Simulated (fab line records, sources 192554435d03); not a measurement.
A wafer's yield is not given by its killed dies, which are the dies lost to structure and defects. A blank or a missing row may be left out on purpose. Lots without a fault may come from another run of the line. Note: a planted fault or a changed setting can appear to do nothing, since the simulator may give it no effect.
fab line records -- flow n5_finfet
record lots=7, wafers=21
route steps=1938 shown BEOL_M5@1123 BEOL_M6@1239 BEOL_M7@1267
start_h: start of the lot's first displayed wafer, in hours after the record's first day -- wait_h: time in hours since the lot's previous step -- " unchanged from the row above -- L1.1+2: a row that stands for several wafers -- - value missing, or start not given -- * or withheld: withheld -- < > ~ a bound
route shown NAME@n: names a module that has steps shown in the file, with the first one's number in the route -- usual: average and standard deviation across the fault-free wafers -- same: alike in all rows -- chamber/n: place in a boat -- sites: per-site readings -- _std_site: how widely they spread, as a standard deviation -- _edge_site: inner sites' mean taken away from outer sites' mean -- radius_mm: for every site, how far away it sits from the centre of the wafer -- mask NAME#n: copy n -- behind: the tool/chamber that last shaped the wafer -- hold: why the lot went on hold/how many hours it stayed there/how the hold came to an end -- device: which transistor (n, p or np) failed to switch -- end of line: tests of these same wafers at the route's end -- step lacking rows: just its recipe -- killed: at the first sort, the dies lost to defects and structure; wafer yield is something else -- map: dies across one wafer; x = killed, . = not, _ = none there
set.NAME: the run value of the setting; set.NAME@STEP: its run value at that earlier step -- model.NAME: the simulator's own value behind a step, which no gauge read
one table per step and one row per wafer, for lots whose settings were changed on purpose
## steps
# step N5_BEOL_M5_EXPOSE_08
# recipe mask_id=M5, na=0.33, source_shape=annular, sigma_inner=0.4, sigma_outer=0.8, polarization=unpolarized, target_cd_nm=28, dose_mj=35.75
lot.wafer,tool,chamber,start_h,wait_h,mask,set.dose_mj
L074.2+5+6,euv_scanner-01,0,169.84,-,M5#0,35.75
L076.2,euv_scanner-02,0,182.04,-,M5#0,37.61
L076.3+5,euv_scanner-02,0,182.04,-,M5#0,35.75
L078.1+6,euv_scanner-02,0,195.73,-,M5#0,33.57
L078.2,euv_scanner-02,0,195.73,-,M5#0,35.75
L085.4+5+6,euv_scanner-02,0,244.66,-,M5#0,35.75
L089.3+5,euv_scanner-01,0,252.12,-,M5#0,35.75
L089.4,euv_scanner-01,0,252.12,-,M5#0,33.56
L092.3+4+6,euv_scanner-02,0,270.20,-,M5#0,35.75
L094.1,euv_scanner-02,0,290.28,-,M5#0,37.75
L094.2+6,euv_scanner-02,0,290.28,-,M5#0,35.75
# step N5_BEOL_M5_PEB_09
# recipe peb_temp_c=100, peb_time_s=60, resist=CAR-EUV
# step N5_BEOL_M5_DEVELOP_10
# recipe develop_time_s=30, developer=TMAH, resist=CAR-EUV, rinse_liquid=surfactant_rinse, dry=air_spin, dev_temp_c=23
# step N5_BEOL_M5_CD_MEAS_11
# recipe target_cd_nm=27.74, landing_energy_ev=500, detector=se_inlens
# usual cd_nm=27.93/0.27
lot.wafer,tool,chamber,start_h,wait_h,set.dose_mj@BEOL_M5_EXPOSE_08,cd_nm
L074.2,cd_sem-03,0,169.97,-,35.75,27.94
L074.5,cd_sem-03,0,169.97,-,35.75,27.51
L074.6,cd_sem-03,0,169.97,-,35.75,27.95
L076.2,cd_sem-03,0,182.16,-,37.61,29.12
L076.3,cd_sem-03,0,182.16,-,35.75,28.44
L076.5,cd_sem-03,0,182.16,-,35.75,27.58
L078.1,cd_sem-03,0,195.86,-,33.57,26.71
L078.2,cd_sem-03,0,195.86,-,35.75,27.88
L078.6,cd_sem-03,0,195.86,-,33.57,26.10
L085.4,cd_sem-02,0,244.77,-,35.75,27.62
L085.5,cd_sem-02,0,244.77,-,35.75,28.40
L085.6,cd_sem-02,0,244.77,-,35.75,28.28
L089.3,cd_sem-03,0,252.23,-,35.75,27.45
L089.4,cd_sem-03,0,252.23,-,33.56,25.57
L089.5,cd_sem-03,0,252.23,-,35.75,27.50
L092.3,cd_sem-03,0,270.32,-,35.75,28.20
L092.4,cd_sem-03,0,270.32,-,35.75,28.16
L092.6,cd_sem-03,0,270.32,-,35.75,27.89
L094.1,cd_sem-01,0,290.41,-,37.75,30.07
L094.2,cd_sem-01,0,290.41,-,35.75,28.25
L094.6,cd_sem-01,0,290.41,-,35.75,28.28
# step N5_BEOL_M5_DESCUM_16
# recipe chemistry=O2, time_s=7, source_power_w=50, bias_power_w=20, pressure_mtorr=20, rf_frequency_hz=2.712e+07, temp_c=40, resist=CAR-EUV, o2_flow_sccm=225
lot.wafer,tool,chamber,start_h,wait_h,set.dose_mj@BEOL_M5_EXPOSE_08,model.BEOL_M5.cd_nm
L074.2,rie_diel-03,2,170.09,0.0,35.75,28.2
L074.5+6,rie_diel-03,"2,1",170.09,0.0,35.75,28
L076.2,rie_diel-03,0,182.29,0.0,37.61,29
L076.3,rie_diel-03,1,182.29,0.0,35.75,28.2
L076.5,rie_diel-03,2,182.29,0.0,35.75,27.8
L078.1,rie_diel-02,0,195.98,0.0,33.57,26.4
L078.2,rie_diel-02,3,195.98,0.0,35.75,28
L078.6,rie_diel-02,2,195.98,0.0,33.57,26.6
L085.4,rie_diel-03,1,244.92,0.1,35.75,28.2
L085.5+6,rie_diel-03,"2,1",244.92,0.1,35.75,28
L089.3+5,rie_diel-01,"1,3",252.35,0.0,35.75,27.6
L089.4,rie_diel-01,0,252.35,0.0,33.56,26
L092.3,rie_diel-03,2,270.46,0.0,35.75,28.2
L092.4,rie_diel-03,0,270.46,0.0,35.75,28
L092.6,rie_diel-03,3,270.46,0.0,35.75,27.8
L094.1,rie_diel-03,1,290.53,0.0,37.75,29.6
L094.2+6,rie_diel-03,"0,1",290.53,0.0,35.75,28.2
# step N5_BEOL_M5_ETCH_72
# recipe chemistry=N2/H2, target=underlayer, target_depth_a=65, mask_material=CAR-EUV, time_s=5.2, ion_energy_ev=200, pressure_mtorr=30, source_w=840, bias_w=150, n2_flow_sccm=200, h2_flow_sccm=200, ends=cleared
lot.wafer,tool,chamber,start_h,wait_h,set.spin_rpm@BEOL_M5_COAT_71,model.etch.depth_nm
L074.2,rie_diel-03,2,170.12,0.0,1621,4.83
L074.5,rie_diel-03,2,170.12,0.0,1500,5.008
L074.6,rie_diel-03,1,170.12,0.0,1500,5.003
L076.2,rie_diel-03,0,182.32,0.0,1500,5.028
L076.3,rie_diel-03,1,182.32,0.0,1500,5.003
L076.5,rie_diel-03,2,182.32,0.0,1658,4.779
L078.1,rie_diel-02,0,196.01,0.0,1559,4.916
L078.2,rie_diel-02,3,196.01,0.0,1500,5.016
L078.6,rie_diel-02,2,196.01,0.0,1500,5.027
L085.4,rie_diel-03,1,244.95,0.0,1500,5.013
L085.5,rie_diel-03,2,244.95,0.0,1500,5.007
L085.6,rie_diel-03,1,244.95,0.0,1341,5.281
L089.3,rie_diel-01,1,252.39,0.0,1500,5.017
L089.4,rie_diel-01,0,252.39,0.0,1500,4.987
L089.5,rie_diel-01,3,252.39,0.0,1409,5.154
L092.3,rie_diel-03,2,270.49,0.0,1500,5.002
L092.4,rie_diel-03,0,270.49,0.0,1500,5.021
L092.6,rie_diel-03,3,270.49,0.0,1500,5.013
L094.1,rie_diel-03,1,290.57,0.0,1661,4.739
L094.2,rie_diel-03,0,290.57,0.0,1500,4.989
L094.6,rie_diel-03,1,290.57,0.0,1661,4.73
# step N5_BEOL_M5_ETCH_61
# recipe chemistry=CF4, target=SiARC, target_depth_a=156, mask_material=CAR-EUV, time_s=26, ion_energy_ev=80, pressure_mtorr=40, source_w=545, bias_w=36, Ar_flow_sccm=100, cf4_flow_sccm=100, ends=cleared
lot.wafer,tool,chamber,start_h,wait_h,set.dose_mj@BEOL_M5_EXPOSE_08,model.BEOL_M5.cd_nm
L074.2+5+6,rie_diel-03,"2,2,1",170.14,0.0,35.75,28.2
L076.2,rie_diel-03,0,182.34,0.0,37.61,29
L076.3,rie_diel-03,1,182.34,0.0,35.75,28
L076.5,rie_diel-03,2,182.34,0.0,35.75,27.8
L078.1+6,rie_diel-02,"0,2",196.03,0.0,33.57,26.4
L078.2,rie_diel-02,3,196.03,0.0,35.75,28.2
L085.4+5,rie_diel-03,"1,2",244.97,0.0,35.75,28.2
L085.6,rie_diel-03,1,244.97,0.0,35.75,28
L089.3+5,rie_diel-01,"1,3",252.41,0.0,35.75,27.6
L089.4,rie_diel-01,0,252.41,0.0,33.56,25.8
L092.3+4,rie_diel-03,"2,0",270.51,0.0,35.75,28.2
L092.6,rie_diel-03,3,270.51,0.0,35.75,27.6
L094.1,rie_diel-03,1,290.59,0.0,37.75,29.8
L094.2,rie_diel-03,0,290.59,0.0,35.75,28.4
L094.6,rie_diel-03,1,290.59,0.0,35.75,28.2
# step N5_BEOL_M5_ETCH_62
# recipe chemistry=N2/H2, target=SOC, target_depth_a=750, overetch_a=150, mask_material=SiARC, temp_c=40, time_s=112.5, ion_energy_ev=200, pressure_mtorr=30, source_w=840, bias_w=150, n2_flow_sccm=200, h2_flow_sccm=200
lot.wafer,tool,chamber,start_h,wait_h,set.dose_mj@BEOL_M5_EXPOSE_08,model.BEOL_M5.cd_nm
L074.2+5,rie_diel-03,2,170.17,0.0,35.75,28.4
L074.6,rie_diel-03,1,170.17,0.0,35.75,28
L076.2,rie_diel-03,0,182.37,0.0,37.61,29.2
L076.3,rie_diel-03,1,182.37,0.0,35.75,27.8
L076.5,rie_diel-03,2,182.37,0.0,35.75,28
L078.1,rie_diel-02,0,196.06,0.0,33.57,26.2
L078.2,rie_diel-02,3,196.06,0.0,35.75,28
L078.6,rie_diel-02,2,196.06,0.0,33.57,26.4
L085.4+5,rie_diel-03,"1,2",245.00,0.0,35.75,28
L085.6,rie_diel-03,1,245.00,0.0,35.75,27.6
L089.3+5,rie_diel-01,"1,3",252.43,0.0,35.75,27.4
L089.4,rie_diel-01,0,252.43,0.0,33.56,26
L092.3+4,rie_diel-03,"2,0",270.54,0.0,35.75,28.2
L092.6,rie_diel-03,3,270.54,0.0,35.75,27.8
L094.1,rie_diel-03,1,290.61,0.0,37.75,29.6
L094.2,rie_diel-03,0,290.61,0.0,35.75,28.4
L094.6,rie_diel-03,1,290.61,0.0,35.75,28.2
# step N5_BEOL_M5_STRIP_63
# recipe chemistry=N2/H2, temp_c=40, n2_flow_sccm=200, h2_flow_sccm=200, rf_frequency_hz=6e+07
# step N5_BEOL_M5_STRIP_73
# recipe chemistry=N2/H2, temp_c=40, n2_flow_sccm=200, h2_flow_sccm=200, rf_frequency_hz=6e+07
# step N5_BEOL_M5_STRIP_64
# recipe chemistry=CF4, resist=SiARC, power_w=300, bias_power_w=75, pressure_mtorr=50, cf4_flow_sccm=150, rf_frequency_hz=6e+07
# step N5_BEOL_M5_HM_OPEN_17
# recipe chemistry=Cl2/BCl3, target_depth_a=200, overetch_a=60, target=TiN, mask_material=SOC, ion_energy_ev=150, pressure_mtorr=10, icp_w=1000, bias_w=126, Cl2_flow_sccm=53.25, bcl3_flow_sccm=21.75, Ar_flow_sccm=25
lot.wafer,tool,chamber,start_h,wait_h,set.dose_mj@BEOL_M5_EXPOSE_08,model.BEOL_M5.cd_nm
L074.2+5,rie_metal-03,0,170.34,0.0,35.75,28.6
L074.6,rie_metal-03,1,170.34,0.0,35.75,28
L076.2,rie_metal-01,1,182.53,0.0,37.61,29.2
L076.3+5,rie_metal-01,"1,0",182.53,0.0,35.75,28
L078.1,rie_metal-03,1,196.23,0.0,33.57,26.2
L078.2,rie_metal-03,0,196.23,0.0,35.75,28.2
L078.6,rie_metal-03,0,196.23,0.0,33.57,26.6
L085.4+5,rie_metal-01,"1,0",245.19,0.1,35.75,28
L085.6,rie_metal-01,1,245.19,0.1,35.75,27.8
L089.3+5,rie_metal-01,"1,0",252.63,0.1,35.75,27.4
L089.4,rie_metal-01,0,252.63,0.1,33.56,26.2
L092.3,rie_metal-01,0,270.74,0.1,35.75,28.2
L092.4,rie_metal-01,1,270.74,0.1,35.75,28.4
L092.6,rie_metal-01,1,270.74,0.1,35.75,27.8
L094.1,rie_metal-03,1,290.78,0.0,37.75,29.6
L094.2,rie_metal-03,0,290.78,0.0,35.75,28.6
L094.6,rie_metal-03,1,290.78,0.0,35.75,28.4
# step N5_BEOL_M5_STRIP_19
# recipe chemistry=O2, power_w=400, temp_c=40, pressure_mtorr=30, rf_frequency_hz=6e+07, bias_power_w=0, overash_fraction=0.2, o2_flow_sccm=225
# step N5_BEOL_M5_CD_MEAS_18
# recipe pitch_nm=56, target_cd_nm=28
# usual cd_nm=28.0/0.4
lot.wafer,tool,chamber,start_h,wait_h,set.dose_mj@BEOL_M5_EXPOSE_08,cd_nm
L074.2,cd_sem-03,-,170.52,0.1,35.75,28.6
L074.5,cd_sem-03,-,170.52,0.1,35.75,28.0
L074.6,cd_sem-03,-,170.52,0.1,35.75,28.6
L076.2,cd_sem-01,-,182.74,0.1,37.61,29.6
L076.3,cd_sem-01,-,182.74,0.1,35.75,28.4
L076.5,cd_sem-01,-,182.74,0.1,35.75,27.8
L078.1,cd_sem-01,-,196.41,0.1,33.57,26.3
L078.2,cd_sem-01,-,196.41,0.1,35.75,28.3
L078.6,cd_sem-01,-,196.41,0.1,33.57,26.8
L085.4,cd_sem-03,-,245.35,0.1,35.75,27.8
L085.5,cd_sem-03,-,245.35,0.1,35.75,27.7
L085.6,cd_sem-03,-,245.35,0.1,35.75,27.8
L089.3,cd_sem-03,-,252.79,0.1,35.75,27.4
L089.4,cd_sem-03,-,252.79,0.1,33.56,25.8
L089.5,cd_sem-03,-,252.79,0.1,35.75,27.3
L092.3,cd_sem-01,-,270.94,0.1,35.75,28.6
L092.4,cd_sem-01,-,270.94,0.1,35.75,28.3
L092.6,cd_sem-01,-,270.94,0.1,35.75,28.0
L094.1,cd_sem-03,-,291.55,0.1,37.75,29.5
L094.2,cd_sem-03,-,291.55,0.1,35.75,28.7
L094.6,cd_sem-03,-,291.55,0.1,35.75,28.6
# step N5_BEOL_M5_COAT_65
# recipe resist=SOC, temp_c=250, time_s=60, spin_rpm=1500, resist_thk_nm=60
# step N5_BEOL_M5_COAT_66
# recipe resist=SiARC, temp_c=220, time_s=60, spin_rpm=1500, resist_thk_nm=12
# step N5_BEOL_M5_STRIP_85
# recipe chemistry=C4F6/O2, resist=SiARC, rf_frequency_hz=6e+07
# step N5_BEOL_M5_STRIP_36
# recipe chemistry=N2/H2, power_w=450, temp_c=40, pressure_mtorr=20, rf_frequency_hz=6e+07, overash_fraction=0.3, bias_power_w=7, h2_frac=0.5, n2_flow_sccm=200, h2_flow_sccm=200
# step N5_BEOL_M5_TRENCH_ETCH_37
# recipe chemistry=C4F6/O2, target_depth_a=716.52, target=SiCOH_lowk, time_s=24.7, ion_energy_ev=250, pressure_mtorr=30, source_w=345, bias_w=185, Ar_flow_sccm=300, C4F6_flow_sccm=10, O2_flow_sccm=10
lot.wafer,tool,chamber,start_h,wait_h,set.dose_mj@BEOL_M5_EXPOSE_08,model.BEOL_M5.cd_nm
L074.2+5,rie_diel-02,3,-,-,35.75,28.4
L074.6,rie_diel-02,2,-,-,35.75,27.8
L076.2,rie_diel-01,3,-,-,37.61,29.4
L076.3+5,rie_diel-01,"2,3",-,-,35.75,28
L078.1,rie_diel-02,1,-,-,33.57,26.2
L078.2,rie_diel-02,3,-,-,35.75,28.2
L078.6,rie_diel-02,1,-,-,33.57,26.4
L085.4+5,rie_diel-02,"1,3",-,-,35.75,28
L085.6,rie_diel-02,0,-,-,35.75,27.6
L089.3+5,rie_diel-01,1,-,-,35.75,27.4
L089.4,rie_diel-01,0,-,-,33.56,26
L092.3,rie_diel-02,2,-,-,35.75,28.2
L092.4,rie_diel-02,3,-,-,35.75,28.4
L092.6,rie_diel-02,1,-,-,35.75,27.8
L094.1,rie_diel-03,1,-,-,37.75,29.6
L094.2,rie_diel-03,0,-,-,35.75,28.6
L094.6,rie_diel-03,1,-,-,35.75,28.2
# step N5_BEOL_M5_ETCH_41
# recipe chemistry=CH3F/O2, target=SiCN, target_depth_a=315, taper_deg=2, time_s=56.7, ion_energy_ev=120, mask_material=TiN, pressure_mtorr=30, source_w=395, bias_w=75, Ar_flow_sccm=150, CH3F_flow_sccm=30, O2_flow_sccm=20
# step N5_BEOL_M5_STRIP_91
# recipe chemistry=N2/H2, time_s=10, power_w=450, temp_c=40, pressure_mtorr=20, rf_frequency_hz=6e+07, bias_power_w=7, n2_flow_sccm=200, h2_flow_sccm=200
# step N5_BEOL_M5_PRECLEAN_42
# recipe chemistry=residue_remover, time_s=60, temp_c=40
# step N5_BEOL_M5_SRD_43
# recipe time_s=30, temp_c=23, rinse_liquid=diw, dry=ipa_marangoni
# step N5_BEOL_M5_CD_MEAS_35
# recipe target_cd_nm=28, target_cd_y_nm=24, polarity=opening
# usual cd_nm=27.9/0.38
lot.wafer,tool,chamber,start_h,wait_h,set.dose_mj@BEOL_M5_EXPOSE_08,cd_nm
L074.2,cd_sem-02,-,171.70,0.0,35.75,28.4
L074.5,cd_sem-02,-,171.70,0.0,35.75,28.1
L074.6,cd_sem-02,-,171.70,0.0,35.75,28.0
L076.2,cd_sem-02,-,185.72,0.0,37.61,29.3
L076.3,cd_sem-02,-,185.72,0.0,35.75,27.7
L076.5,cd_sem-02,-,185.72,0.0,35.75,28.3
L078.1,cd_sem-02,-,198.80,0.0,33.57,25.8
L078.2,cd_sem-02,-,198.80,0.0,35.75,28.3
L078.6,cd_sem-02,-,198.80,0.0,33.57,26.0
L085.4,cd_sem-03,-,246.66,0.0,35.75,28.2
L085.5,cd_sem-03,-,246.66,0.0,35.75,27.9
L085.6,cd_sem-03,-,246.66,0.0,35.75,27.8
L089.3,cd_sem-02,-,254.46,0.0,35.75,27.6
L089.4,cd_sem-02,-,254.46,0.0,33.56,25.8
L089.5,cd_sem-02,-,254.46,0.0,35.75,27.6
L092.3,cd_sem-01,-,275.16,0.0,35.75,27.7
L092.4,cd_sem-01,-,275.16,0.0,35.75,28.3
L092.6,cd_sem-01,-,275.16,0.0,35.75,28.3
L094.1,cd_sem-01,-,293.29,0.0,37.75,29.3
L094.2,cd_sem-01,-,293.29,0.0,35.75,28.5
L094.6,cd_sem-01,-,293.29,0.0,35.75,28.3
# step N5_BEOL_M6_TRENCH_ETCH_37
# recipe chemistry=C4F6/O2, target_depth_a=944.35, target=SiCOH_lowk, time_s=31.5, ion_energy_ev=250, pressure_mtorr=30, source_w=345, bias_w=185, Ar_flow_sccm=300, C4F6_flow_sccm=10, O2_flow_sccm=10
# usual rf_vpp_V=658/8.8
lot.wafer,tool,chamber,start_h,wait_h,set.bias_w,rf_vpp_V
L074.2,rie_diel-04,0,-,-,172.4,626
L074.5,rie_diel-04,2,-,-,185,654
L074.6,rie_diel-04,3,-,-,172.4,626
L076.2,rie_diel-05,2,-,-,172.5,628
L076.3,rie_diel-05,1,-,-,185,653
L076.5,rie_diel-05,0,-,-,172.5,628
L078.1,rie_diel-06,1,-,-,169.9,639
L078.2,rie_diel-06,2,-,-,169.9,604
L078.6,rie_diel-06,0,-,-,185,640
L085.4,rie_diel-06,1,-,-,158.1,600
L085.5,rie_diel-06,3,-,-,185,661
L085.6,rie_diel-06,0,-,-,158.1,565
L089.3,rie_diel-04,3,-,-,209.7,733
L089.4,rie_diel-04,2,-,-,185,654
L089.5,rie_diel-04,2,-,-,185,654
L092.3,rie_diel-05,1,-,-,185,652
L092.4,rie_diel-05,0,-,-,185,663
L092.6,rie_diel-05,3,-,-,185,653
L094.1,rie_diel-05,0,-,-,215.7,748
L094.2,rie_diel-05,1,-,-,215.7,738
L094.6,rie_diel-05,3,-,-,215.7,738
# step N5_BEOL_M7_HM_DEP_02
# recipe material=TiN, target_thk_a=200, temp_c=25, chamber_pressure_pa=0.49996
lot.wafer,tool,chamber,start_h,wait_h,set.target_thk_a,model.TiN_of_BEOL_M7_HM_DEP_02.thk_nm
L074.2+6,pvd_sputter-03,-,189.75,0.2,221.2,22.2
L074.5,pvd_sputter-03,-,189.75,0.2,200,20
L076.2+5,pvd_sputter-03,-,202.73,1.2,217.4,21.8
L076.3,pvd_sputter-03,-,202.73,1.2,200,20
L078.1,pvd_sputter-02,-,217.46,1.3,190,18.4
L078.2,pvd_sputter-02,-,217.46,1.3,200,19.8
L078.6,pvd_sputter-02,-,217.46,1.3,200,20
L085.4+5,pvd_sputter-03,-,263.04,0.9,193.2,19.4
L085.6,pvd_sputter-03,-,263.04,0.9,200,19.8
L089.3,pvd_sputter-01,-,270.69,0.0,200,20
L089.4,pvd_sputter-01,-,270.69,0.0,212.7,21.4
L089.5,pvd_sputter-01,-,270.69,0.0,200,20.2
L092.3+6,pvd_sputter-02,-,289.40,1.2,200,20
L092.4,pvd_sputter-02,-,289.40,1.2,200,19.8
L094.1,pvd_sputter-01,-,311.61,0.5,200,20.2
L094.2,pvd_sputter-01,-,311.61,0.5,215.4,21.6
L094.6,pvd_sputter-01,-,311.61,0.5,200,20
## key
split step=N5_BEOL_M5_EXPOSE_08, setting=dose_mj, stated=35.75, by=wafer
response step=N5_BEOL_M5_CD_MEAS_11, reading=cd_nm, change=+0.275, per=1%, r=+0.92
response step=N5_BEOL_M5_DESCUM_16, reading=model.BEOL_M5.cd_nm, change=+0.24, per=1%, r=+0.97
response step=N5_BEOL_M5_ETCH_61, reading=model.BEOL_M5.cd_nm, change=+0.271, per=1%, r=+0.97
response step=N5_BEOL_M5_ETCH_62, reading=model.BEOL_M5.cd_nm, change=+0.248, per=1%, r=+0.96
response step=N5_BEOL_M5_HM_OPEN_17, reading=model.BEOL_M5.cd_nm, change=+0.231, per=1%, r=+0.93
response step=N5_BEOL_M5_CD_MEAS_18, reading=cd_nm, change=+0.246, per=1%, r=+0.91
response step=N5_BEOL_M5_TRENCH_ETCH_37, reading=model.BEOL_M5.cd_nm, change=+0.257, per=1%, r=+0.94
response step=N5_BEOL_M5_CD_MEAS_35, reading=cd_nm, change=+0.283, per=1%, r=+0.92
split step=N5_BEOL_M6_TRENCH_ETCH_37, setting=bias_w, stated=185, by=wafer
response step=N5_BEOL_M6_TRENCH_ETCH_37, reading=rf_vpp_V, change=+4.94, per=1%, r=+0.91
split step=N5_BEOL_M7_HM_DEP_02, setting=target_thk_a, stated=200, by=wafer
response step=N5_BEOL_M7_HM_DEP_02, reading=model.TiN_of_BEOL_M7_HM_DEP_02.thk_nm, change=+0.209, per=1%, r=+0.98
split outside_this_file step=N5_BEOL_M5_COAT_71 setting=spin_rpm
# split outside_this_file: this setting was split too, and the file shows its column; the key of that split is in another file
